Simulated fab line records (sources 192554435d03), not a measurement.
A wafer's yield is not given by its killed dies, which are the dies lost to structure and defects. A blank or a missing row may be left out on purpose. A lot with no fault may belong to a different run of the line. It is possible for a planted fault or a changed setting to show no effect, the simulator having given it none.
fab line records | flow n5Finfet
[record] lots = 3 | wafers = 8 | lastDay = 18
route steps=1938 shown BEOL_M9@1437 BEOL_M10@1470 BEOL_M15@1830 PASSIVATION@1936
lots that met no fault: from a run of the same line without faults
startH: hours from the record's opening day to when the first of the lot's shown wafers began | waitH: how many hours have passed since the lot's step before this one | " as in the row above | L1.1+2: a single row standing in for several wafers | - no value present, or no start provided | * or withheld: withheld | < > ~ a bound
route shown NAME@n: NAME is a module with steps in the file, n the number in the route of the first one | usual: average and standard deviation across the fault-free wafers | same: alike in all rows | chamber/n: place in a boat | sites: readings site by site | _std_site: the standard deviation of these | _edge_site: outer sites' mean less inner sites' | radiusMm: for every site, how far away it sits from the centre of the wafer | mask NAME#n: copy n | behind: the most recent tool/chamber to have shaped the wafer | hold: why the lot went on hold/how many hours it stayed there/how the hold came to an end | device: names the non-switching transistor (n, p or np) | end of line: the tests these same wafers got at the end of their route | step lacking rows: just its recipe | killed: dies that structure and defects cost at the first sort, which is not the same as the wafer's yield | map: per-die view of a wafer (x killed, . not killed, _ where there is no die)
set.NAME: the setting as run; set.NAME@STEP: as run at that earlier step | model.NAME: the simulator's own value behind a step, which no gauge read
lots at some steps of the route; a table a step, a row a wafer
services: the hour from which a tool's chamber was out of use, counted from the record's first day as startH (under 0 if before that day), plus the number of hours and why
[[steps]]
[step N5_BEOL_M9_DESCUM_33]
[recipe] chemistry = O2 | timeS = 7 | sourcePowerW = 50 | biasPowerW = 20 | pressureMtorr = 20 | rfFrequencyHz = 2.712e+07 | tempC = 40 | resist = CAR-EUV | o2FlowSccm = 225
[step N5_BEOL_M9_ETCH_76]
[recipe] chemistry = N2/H2 | target = underlayer | targetDepthA = 65 | maskMaterial = CAR-EUV | timeS = 5.2 | ionEnergyEv = 200 | pressureMtorr = 30 | sourceW = 840 | biasW = 150 | n2FlowSccm = 200 | h2FlowSccm = 200 | ends = cleared
[step N5_BEOL_M9_ETCH_65]
[recipe] chemistry = CF4 | target = SiARC | targetDepthA = 156 | maskMaterial = CAR-EUV | timeS = 26 | ionEnergyEv = 80 | pressureMtorr = 40 | sourceW = 545 | biasW = 36 | Ar_flow_sccm = 100 | cf4FlowSccm = 100 | ends = cleared
[step N5_BEOL_M9_ETCH_66]
[recipe] chemistry = N2/H2 | target = SOC | targetDepthA = 800 | overetchA = 160 | maskMaterial = SiARC | tempC = 40 | timeS = 120 | ionEnergyEv = 200 | pressureMtorr = 30 | sourceW = 840 | biasW = 150 | n2FlowSccm = 200 | h2FlowSccm = 200
[step N5_BEOL_M9_STRIP_69]
[recipe] chemistry = N2/H2 | tempC = 40 | n2FlowSccm = 200 | h2FlowSccm = 200 | rfFrequencyHz = 6e+07
[step N5_BEOL_M9_STRIP_77]
[recipe] chemistry = N2/H2 | tempC = 40 | n2FlowSccm = 200 | h2FlowSccm = 200 | rfFrequencyHz = 6e+07
[step N5_BEOL_M9_VIA_ETCH_34]
[recipe] chemistry = C4F6/O2 | target = SiCOH_lowk | targetDepthA = 1824 | maskMaterial = SOC | taperDeg = 4 | timeS = 68.4 | ionEnergyEv = 250 | pressureMtorr = 30 | sourceW = 345 | biasW = 185 | Ar_flow_sccm = 300 | C4F6_flow_sccm = 10 | O2_flow_sccm = 10
[step N5_BEOL_M9_STRIP_73]
[recipe] chemistry = C4F6/O2 | resist = SiARC | rfFrequencyHz = 6e+07
[step N5_BEOL_M9_STRIP_36]
[recipe] chemistry = N2/H2 | powerW = 450 | tempC = 40 | pressureMtorr = 20 | rfFrequencyHz = 6e+07 | overashFraction = 0.3 | biasPowerW = 7 | h2Frac = 0.5 | n2FlowSccm = 200 | h2FlowSccm = 200
[step N5_BEOL_M9_TRENCH_ETCH_37]
[recipe] chemistry = C4F6/O2 | targetDepthA = 1514.3 | target = SiCOH_lowk | timeS = 49 | ionEnergyEv = 250 | pressureMtorr = 30 | sourceW = 345 | biasW = 185 | Ar_flow_sccm = 300 | C4F6_flow_sccm = 10 | O2_flow_sccm = 10
[usual] chamberPressureMTorr = 30.004/0.03 | drypumpMotorCurrentA = 5.80/0.25 | oesProductAu = 0.78/0.079 | rfVppV = 667/10 | showerheadPlenumPTorr = 2.86/0.082 | throttleValvePct = 20.87/0.28
lot.wafer | tool       | chamber | startH | waitH | chamberPressureMTorr | drypumpMotorCurrentA | oesProductAu | rfHoursCounterH | rfVppV | showerheadPlenumPTorr | throttleValvePct | model.etch.depthNm | model.BEOL_M9.featureDepthNm | model.TiN_of_BEOL_M9_HM_DEP_02.thkNm
L398.2    | rieDiel-05 | 3       | 259.25 | -     | 29.980               | 5.62                 | 0.86         | 45              | 668    | 2.89                  | 20.87            | 153.1              | 153                          | 15.8
L398.4    | "          | 1       | "      | "     | 30.006               | 5.93                 | 0.68         | 235             | 671    | 2.93                  | 21.34            | 150                | 150                          | 15.8
L398.5    | "          | 0       | "      | "     | 30.035               | 5.65                 | 0.89         | -               | 682    | 2.90                  | 20.46            | 150.6              | 150.6                        | 16
L400.1    | rieDiel-05 | 2       | 282.73 | -     | 30.034               | 6.06                 | 0.87         | 230             | 649    | 2.71                  | 21.36            | 219.6              | 219.6                        | 14.2
L400.2    | "          | 1       | "      | "     | 29.994               | 5.90                 | 0.68         | 238             | 668    | 2.93                  | 21.35            | 152                | 152                          | 16
L412.1    | rieDiel-03 | 3       | 373.24 | -     | 29.972               | 5.46                 | 0.74         | 178             | 671    | 2.73                  | 21.13            | 150.1              | 150                          | 16
L412.4    | "          | 0       | "      | "     | 30.007               | 5.63                 | 0.82         | 100             | 674    | 2.87                  | 20.84            | 154                | 154                          | 15.6
L412.6    | "          | 2       | "      | "     | 30.049               | 5.70                 | 0.82         | -               | 670    | 3.00                  | 20.72            | 153.6              | 153.6                        | 15.8
[step N5_BEOL_M9_ETCH_41]
[recipe] chemistry = CH3F/O2 | target = SiCN | targetDepthA = 366 | taperDeg = 2 | timeS = 70.1 | ionEnergyEv = 120 | maskMaterial = TiN | pressureMtorr = 30 | sourceW = 395 | biasW = 75 | Ar_flow_sccm = 150 | CH3F_flow_sccm = 30 | O2_flow_sccm = 20
[step N5_BEOL_M9_STRIP_80]
[recipe] chemistry = N2/H2 | timeS = 10 | powerW = 450 | tempC = 40 | pressureMtorr = 20 | rfFrequencyHz = 6e+07 | biasPowerW = 7 | n2FlowSccm = 200 | h2FlowSccm = 200
[step N5_BEOL_M9_OCD_MEAS_38]
[usual] trenchDepthNm = 151.1/2.9
lot.wafer | tool   | chamber | startH | waitH | trenchDepthNm
L398.2    | ocd-02 | -       | 259.42 | -     | 153.2
L398.4    | "      | -       | "      | "     | 149.9
L398.5    | "      | -       | "      | "     | 150.6
L400.1    | ocd-02 | -       | 282.90 | -     | 219.7
L400.2    | "      | -       | "      | "     | 152.1
L412.1    | ocd-02 | -       | 373.41 | -     | 149.8
L412.4    | "      | -       | "      | "     | 153.8
L412.6    | "      | -       | "      | "     | 153.5
[step N5_BEOL_M9_HM_STRIP_39]
[recipe] chemistry = peroxideTinStrip | material = TiN | targetDepthA = 250 | tempC = 50 | timeS = 158
[step N5_BEOL_M9_SRD_40]
[recipe] timeS = 30 | tempC = 23 | rinseLiquid = diw | dry = ipaMarangoni
[step N5_BEOL_M9_PRECLEAN_42]
[recipe] chemistry = residueRemover | timeS = 60 | tempC = 40
[step N5_BEOL_M9_SRD_43]
[recipe] timeS = 30 | tempC = 23 | rinseLiquid = diw | dry = ipaMarangoni
[step N5_BEOL_M9_CURE_72]
[recipe] tempC = 370 | timeS = 120 | ambient = DMADMS/He | material = SiCOH_lowk
[step N5_BEOL_M9_DEGAS_44]
[recipe] ambient = vacuum | tempC = 250 | timeS = 60
[step N5_BEOL_M9_PRE_CLEAN_45]
[recipe] gas = H2/He | timeS = 30 | tempC = 250
[step N5_BEOL_M9_ALD_74]
[recipe] material = TaN | targetThkA = 20 | tempC = 275 | aldPrecursorFamily = PDMAT | aldCoReactant = NH3 | pressureTorr = 3 | carrierFlowSccm = 1500 | pulseTimeS = 2 | purgeTimeS = 3 | coReactantPurgeTimeS = 2 | coReactantPulseTimeS = 3 | aldCycles = 40 | precursorVesselTempC = 75 | precursorVesselPressureTorr = 26.25 | precursorVesselCarrierSccm = 1000
[step N5_BEOL_M9_SURFACE_TREAT_79]
[recipe] gas = Ar | timeS = * | ionEnergyEv = * | ionCurrentMaCm2 = 0.5 | pressureMtorr = * | arFlowSccm = 30
[step N5_BEOL_M9_CVD_78]
[recipe] material = Co | targetThkA = 20 | tempC = withheld | precursor = CCTBA/H2 | pressureTorr = 30 | timeS = 138.9
[step N5_BEOL_M9_SPUTTER_48]
[recipe] material = Cu | targetThkA = 120 | tempC = -20 | biasV = 60 | powerW = 26000 | chamberPressurePa = 0.13 | timeS = 2
[step N5_BEOL_M9_ECD_50]
[recipe] material = Cu | targetThkA = 3180
[step N5_BEOL_M9_ANNEAL_51]
[recipe] tempC = 225 | timeS = 90 | ambient = N2
[step N5_BEOL_M9_CMP_52]
[recipe] stopOn = SiCOH_lowk | tOverpolishS = 7 | downForcePsi = 1 | platenRpm = 50 | clearingPlatenDownForcePsi = 1.5 | clearingPlatenRpm = 50 | postCmpClean = cuAlkaline | targetThkNm = 140 | clearingPlatenPadVelocityMS = 0.99484 | padVelocityMS = 0.99484
[usual] edgeZonePressureFrac = 1.000/0.0051 | motorCurrentA = 6.0/0.54
lot.wafer | tool   | chamber | startH | waitH | edgeZonePressureFrac | motorCurrentA | model.Cu_of_BEOL_M9_ECD_50.thkNm
L398.4    | cmp-03 | 2       | 263.83 | 0.2   | 1.002                | 5.2           | 140.4
L398.2    | "      | 3       | "      | "     | 0.997                | 6.0           | 141.6
L398.5    | "      | 1       | "      | "     | 0.998                | 7.1           | 140.2
L400.1    | cmp-01 | 0       | 284.57 | 0.3   | 0.992                | 6.0           | 206.6
L400.2    | "      | 1       | "      | "     | 0.999                | 6.7           | 139.8
L412.1    | cmp-03 | 3       | 376.13 | 0.3   | 0.992                | 6.3           | 138.2
L412.4    | "      | 1       | "      | "     | 0.996                | 7.3           | 143.8
L412.6    | "      | 3       | "      | "     | 0.997                | 6.2           | 142
[step N5_BEOL_M9_THK_MEAS_53]
[recipe] thkMeasGauge = xrf | reads = Cu_of_BEOL_M9_ECD_50
[usual] M9_THK = 139/3.1
lot.wafer | tool         | chamber | startH | waitH | M9_THK[nm]
L398.2    | filmMetro-02 | -       | 264.05 | -     | 141
L398.4    | "            | -       | "      | "     | 141
L398.5    | "            | -       | "      | "     | 140
L400.1    | filmMetro-02 | -       | 284.79 | -     | 208
L400.2    | "            | -       | "      | "     | 140
L412.1    | filmMetro-01 | -       | 376.42 | -     | 135
L412.4    | "            | -       | "      | "     | 141
L412.6    | "            | -       | "      | "     | 139
[step N5_BEOL_M9_PRE_CLEAN_55]
[recipe] gas = NH3 | timeS = 15 | tempC = withheld | rfPowerW = 300
[step N5_BEOL_M9_DEP_56]
[recipe] material = SiCN | targetThkA = 150 | tempC = withheld | precursor = 3MS/NH3 | pressureTorr = 3 | rfW = 202 | timeS = 26.5
[step N5_BEOL_M9_RS_MEAS_57]
[recipe] thkMeasGauge = four-point-probe | reads = Cu_of_BEOL_M9_ECD_50+Co_of_BEOL_M9_CVD_78+TaN_of_BEOL_M9_ALD_74
[usual] M9_RS = 0.151/0.0037
lot.wafer | tool         | chamber | startH | waitH | M9_RS[ohm/sq]
L398.2    | filmMetro-01 | -       | 264.18 | 0.1   | 0.149
L398.4    | "            | -       | "      | "     | 0.151
L398.5    | "            | -       | "      | "     | 0.151
L400.1    | filmMetro-01 | -       | 284.93 | 0.1   | 0.099
L400.2    | "            | -       | "      | "     | 0.151
L412.1    | filmMetro-02 | -       | 376.56 | 0.1   | 0.153
L412.4    | "            | -       | "      | "     | 0.146
L412.6    | "            | -       | "      | "     | 0.148
[step N5_BEOL_M10_ILD_DEP_00]
[recipe] material = SiCOH_lowk | targetThkA = 3085.1 | tempC = 300 | precursor = DEMS/porogen | pressureTorr = 5 | rfW = 500 | timeS = 58
[step N5_BEOL_M10_CURE_71]
[recipe] tempC = 385 | timeS = 240 | ambient = He/Ar | material = SiCOH_lowk
[step N5_BEOL_M10_PECVD_70]
[recipe] material = SiO2 | targetThkA = 200 | tempC = 400 | precursor = TEOS/O2 | pressureTorr = 5.5 | rfW = 450 | teosFlowSccm = 53.8 | gas = O2 | flowSccm = 3000 | timeS = 22.7
[step N5_BEOL_M10_HM_DEP_02]
[recipe] material = TiN | targetThkA = 200 | tempC = 25 | chamberPressurePa = 0.49996
[step N5_BEOL_M10_COAT_59]
[recipe] resist = SOC | tempC = 250 | timeS = 60 | spinRpm = 1500 | resistThkNm = 100
[step N5_BEOL_M15_RC_MEAS_101]
[usual] COMB_M10 = 1.5e-11/3.1e-12 | COMB_M11 = 1.5e-11/3.1e-12 | COMB_M12 = 7.1e-12/1.6e-12 | COMB_M13 = 5.4e-12/1.2e-12 | COMB_M14 = 4.1e-12/1.1e-12 | COMB_M15 = 3.1e-12/9.7e-13 | COMB_M5 = 3.7e-11/7.7e-12 | COMB_M6 = 2.6e-11/4.7e-12 | COMB_M7 = 2.5e-11/5.3e-12 | COMB_M7_max_site = 3.7e-11/8.3e-12 | COMB_M8 = 2.5e-11/5e-12 | SERP_M10 = 3.09/0.074 | SERP_M11 = 3.08/0.1 | SERP_M11_max_site = 3.17/0.11 | SERP_M12 = 0.641/0.02 | SERP_M13 = 0.308/0.0057 | SERP_M14 = 0.162/0.0036 | SERP_M5 = 38.7/1.6 | SERP_M6 = 13.8/0.53 | SERP_M7 = 13.9/0.6 | SERP_M8 = 14.0/0.57 | SERP_M9 = 3.08/0.083 | SERP_M9_max_site = 3.17/0.089
lot.wafer | tool      | chamber | startH | waitH | COMB_M10[S/m] | COMB_M11[S/m] | COMB_M12[S/m] | COMB_M13[S/m] | COMB_M14[S/m] | COMB_M15[S/m] | COMB_M5[S/m] | COMB_M6[S/m] | COMB_M7[S/m] | COMB_M7_max_site[S/m] | COMB_M8[S/m] | SERP_M10[ohm/um] | SERP_M11[ohm/um] | SERP_M11_max_site[ohm/um] | SERP_M12[ohm/um] | SERP_M13[ohm/um] | SERP_M14[ohm/um] | SERP_M5[ohm/um] | SERP_M6[ohm/um] | SERP_M7[ohm/um] | SERP_M8[ohm/um] | SERP_M9[ohm/um] | SERP_M9_max_site[ohm/um]
L398.2    | prober-01 | 0       | 315.49 | 0.2   | 1.5e-11       | 1.5e-11       | 5.8e-12       | 6e-12         | 5.4e-12       | 4e-12         | 3.1e-11      | 2.9e-11      | 2.4e-11      | 4.4e-11               | 2.1e-11      | 2.96             | 3.06             | 3.13                      | 0.645            | 0.307            | 0.161            | 40.6            | 14.0            | 14.5            | 14.5            | 3.02            | 3.07
L398.4    | "         | 0       | "      | "     | 1.4e-11       | 1.5e-11       | 6.1e-12       | 4.6e-12       | 4.1e-12       | 4.8e-12       | 4.2e-11      | 2.6e-11      | 3.3e-11      | 5.1e-11               | 2.8e-11      | 3.01             | 2.99             | 3.08                      | 0.654            | 0.307            | 0.160            | 39.4            | 13.5            | 14.3            | 14.3            | 3.06            | 3.14
L398.5    | "         | 0       | "      | "     | 1.2e-11       | 1.4e-11       | 6.7e-12       | 6.5e-12       | 5.3e-12       | 4.3e-12       | 4.6e-11      | 2.9e-11      | 2.5e-11      | 4.5e-11               | 2.3e-11      | 3.10             | 3.01             | 3.03                      | 0.677            | 0.302            | 0.158            | 37.9            | 14.5            | 14.4            | 13.9            | 3.00            | 3.09
L400.1    | prober-01 | 0       | 339.12 | 0.0   | 1.2e-11       | 1.4e-11       | 7.4e-12       | 5.3e-12       | 5e-12         | 3.9e-12       | 4.7e-11      | 2.4e-11      | 2.8e-11      | 4.5e-11               | 2.1e-11      | 3.07             | 3.07             | 3.17                      | 0.618            | 0.305            | 0.163            | 38.4            | 13.4            | 13.6            | 13.5            | 2.00            | 2.06
L400.2    | "         | 0       | "      | "     | 1.5e-11       | 1.4e-11       | 6.9e-12       | 5.2e-12       | 5.5e-12       | 5.1e-12       | 3.7e-11      | 2.5e-11      | 2.5e-11      | 3.5e-11               | 2.9e-11      | 3.08             | 2.98             | 3.07                      | 0.618            | 0.309            | 0.164            | 38.0            | 14.3            | 13.3            | 13.7            | 3.08            | 3.14
L412.1    | prober-01 | 0       | 420.44 | 0.0   | 1.5e-11       | 1.2e-11       | 5.9e-12       | 7.9e-12       | 4.3e-12       | 3.8e-12       | 3.1e-11      | 3e-11        | 2.5e-11      | 2.9e-11               | 2.9e-11      | 3.14             | 3.11             | 3.19                      | 0.654            | 0.298            | 0.158            | 40.5            | 13.4            | 13.8            | 14.7            | 3.09            | 3.27
L412.4    | "         | 0       | "      | "     | 1.2e-11       | 1.5e-11       | 8.9e-12       | 7.4e-12       | 4.3e-12       | 3.5e-12       | 2.8e-11      | 2.5e-11      | 2.3e-11      | 3e-11                 | 2e-11        | 3.18             | 3.00             | 3.07                      | 0.669            | 0.295            | 0.162            | 38.6            | 13.4            | 13.6            | 14.5            | 3.00            | 3.11
L412.6    | "         | 0       | "      | "     | 2.1e-11       | 1.6e-11       | 7.5e-12       | 6.6e-12       | 4.6e-12       | 3.5e-12       | 2.9e-11      | 3.1e-11      | 3.6e-11      | 5.6e-11               | 2.3e-11      | 3.13             | 3.09             | 3.18                      | 0.654            | 0.305            | 0.164            | 37.0            | 13.0            | 13.5            | 13.8            | 2.96            | 3.09
// sites SERP_M9 radiusMm=0,75,75,75,75,140,140,140,140
L398.2 3.07 3.02 2.99 3.05 3.01 3.04 3.00 3.04 2.95
L400.1 1.94 2.00 1.96 1.97 2.00 2.06 2.00 2.00 2.02
L412.1 3.02 3.01 3.08 3.09 3.04 3.16 3.15 3.27 3.12
[step N5_PASSIVATION_PROBE_49]
[usual] defectLimitedYield = 91.5/1.5 | killed_at_M0_to_M3 = 33/10 | killed_at_M4_up = 15/6.4 | killedAtContacts = 12/5.4 | killedAtFrontEnd = 38/9.8 | killedAtOther = 4/3.1 | killedDies = 101/18 | killedOpen = 67/14 | killedShort = 33/7.9 | sort_bin_5_function = 5.0/1 | sort_bin_6_memory = 3.2/0.67 | sortNPass = 1079/18 | sortYieldPct = 91.5/1.5
[same] grossDies = 1180 | killedAtBackSide = 0 | sort_bin_4_leakage[%] = 0 | sort_bin_8_speed[%] = 0
lot.wafer | tool      | chamber | startH | waitH | defectLimitedYield[%] | killed_at_M0_to_M3 | killed_at_M4_up | killedAtContacts | killedAtFrontEnd | killedAtOther | killedDies | killedOpen | killedShort | sort_bin_5_function[%] | sort_bin_6_memory[%] | sortNPass | sortYieldPct[%]
L400.1    | prober-01 | -       | 356.03 | 0.0   | 92.5                  | 26                 | 19              | 2                | 31               | 11            | 89         | 58         | 28          | 4.5                    | 2.7                  | 1091      | 92.5
// killed by level:class
L400.1 BEOL_M4:geometricParticle:open=11 BEOL_M1:geometricParticle:open=7 FIN_SAQP:geometricParticle:short=5 STI_FIN_REVEAL:geometricParticle:open=5 BEOL_M0_SAQP:geometricParticle:short=5 STARTING-WAFER:geometricParticle:open=5 DUMMY_GATE:geometricParticle:open=4 BEOL_M3:geometricParticle:open=4
[[services]]
tool       | chamber | startH | hours | kind
rieDiel-05 | 3       | 239.24 | 9.6   | repair
cmp-03     | -       | 240.67 | 1.8   | repair
cmp-01     | -       | 263.20 | 0.5   | repair
rieDiel-03 | 1       | 264.32 | 8.9   | repair
rieDiel-05 | -       | 264.84 | 14.6  | pm
cmp-01     | -       | 295.25 | 2.0   | repair
cmp-03     | -       | 299.96 | 2.0   | repair
cmp-03     | -       | 303.94 | 4.4   | pm
cmp-01     | -       | 306.26 | 4.0   | pm
cmp-01     | -       | 310.26 | -     | consumableReplace:conditioner
cmp-01     | -       | 310.26 | -     | consumableReplace:pad
rieDiel-05 | 1       | 312.03 | 4.2   | repair
rieDiel-05 | 1       | 326.87 | -     | clean
rieDiel-05 | 1       | 326.87 | -     | consumableReplace:focusRing
rieDiel-05 | 1       | 326.87 | 16.5  | scheduledDown
rieDiel-05 | 1       | 326.87 | 16.5  | ventCycle
rieDiel-05 | -       | 329.63 | 7.5   | repair
rieDiel-05 | 2       | 353.78 | -     | clean
rieDiel-05 | 2       | 353.78 | -     | consumableReplace:focusRing
rieDiel-05 | 2       | 353.78 | -     | consumableReplace:showerhead
rieDiel-05 | 2       | 353.78 | 19.7  | scheduledDown
rieDiel-05 | 2       | 353.78 | 19.7  | ventCycle
cmp-03     | -       | 364.38 | 5.4   | repair
rieDiel-05 | 3       | 365.69 | 3.9   | repair
[[key]]
[firstSign] step = N5_BEOL_M9_OCD_MEAS_38 | reading = trenchDepthNm | direction = up | sigmas = 24 | usual = 151.1 | struck = 219.7
[effect] step = N5_BEOL_M9_THK_MEAS_53 | reading = M9_THK | direction = up | sigmas = 22 | usual = 139 | struck = 208
[effect] step = N5_BEOL_M9_RS_MEAS_57 | reading = M9_RS | direction = down | sigmas = 14 | usual = 0.151 | struck = 0.099
[effect] step = N5_BEOL_M15_RC_MEAS_101 | reading = SERP_M9 | direction = down | sigmas = 13 | usual = 3.08 | struck = 2.00
[modelEffect] step = N5_BEOL_M9_TRENCH_ETCH_37 | value = etch.depthNm | without = 148.6 | struck = 219.6
[modelEffect] step = N5_BEOL_M9_CMP_52 | value = Cu_of_BEOL_M9_ECD_50.thkNm | without = 135.6 | struck = 206.6
metAt N5_BEOL_M9_TRENCH_ETCH_37
struckWafers L400.1
onsetBetween 259.25 282.73
[fault] kind = processParameterDrift | tool = rieDiel-05 | chamber = - | onsetH = 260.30 | steps = N5_BEOL_M9_TRENCH_ETCH_37 | channel = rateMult | offset = 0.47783 | shape = step | endH = 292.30 | scope = struckWafersOnly
